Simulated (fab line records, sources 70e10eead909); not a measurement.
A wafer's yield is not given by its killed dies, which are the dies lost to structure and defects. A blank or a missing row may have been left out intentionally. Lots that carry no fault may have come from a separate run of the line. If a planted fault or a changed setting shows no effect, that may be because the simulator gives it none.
Matching of chambers / flow nand harc / rie diel-08 running NHARC_P_M1_STRIP_18: 4 sister chambers
The step strips in N2/H2. 4 wafers are shown with their chamber, then 7 later ones without.

WAFERS, EACH WITH ITS CHAMBER
wafer=L081.6; chamber=1; showerhead plenum p Torr (Torr)=2.04
wafer=L082.1; chamber=2; showerhead plenum p Torr (Torr)=2.06
wafer=L084.1; chamber=0; showerhead plenum p Torr (Torr)=2.08
wafer=L084.3; chamber=3; showerhead plenum p Torr (Torr)=1.97

WAFERS WHOSE CHAMBER IS MISSING
wafer=L084.5; showerhead plenum p Torr (Torr)=2.03
wafer=L086.1; showerhead plenum p Torr (Torr)=2.06
wafer=L086.5; showerhead plenum p Torr (Torr)=2.03
wafer=L086.6; showerhead plenum p Torr (Torr)=2.06
wafer=L094.1; showerhead plenum p Torr (Torr)=1.96
wafer=L094.4; showerhead plenum p Torr (Torr)=2.02
wafer=L094.5; showerhead plenum p Torr (Torr)=2.05

EACH ONE'S CHAMBER
wafer=L084.5; from the rows above=can't be placed: 1 or 2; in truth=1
wafer=L086.1; from the rows above=can't be placed: 2 or 0 or 1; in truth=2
wafer=L086.5; from the rows above=can't be placed: 1 or 2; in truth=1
wafer=L086.6; from the rows above=can't be placed: 2 or 0 or 1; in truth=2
wafer=L094.1; from the rows above=3; in truth=3
wafer=L094.4; from the rows above=can't be placed: 1 or 2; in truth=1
wafer=L094.5; from the rows above=can't be placed: 1 or 2 or 0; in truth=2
1 of 7 placed correctly. These rows do not allow placing 6 (true chamber among the candidates in 6). Placed wrongly: 0.
How it was worked out, from the rows above alone: a wafer's distance from a chamber is the root of the sum, over the readings, of the square of ((its reading less the chamber's mean) divided by the reading's scatter). The wafer belongs to the nearest chamber; if the next one is less than 2 further off, it can't be placed. Each chamber's mean is taken over the wafers shown for it. The scatter (one wafer shown for each chamber): square how far every hidden wafer sits from the nearest shown wafer, average those squares and take the square root.
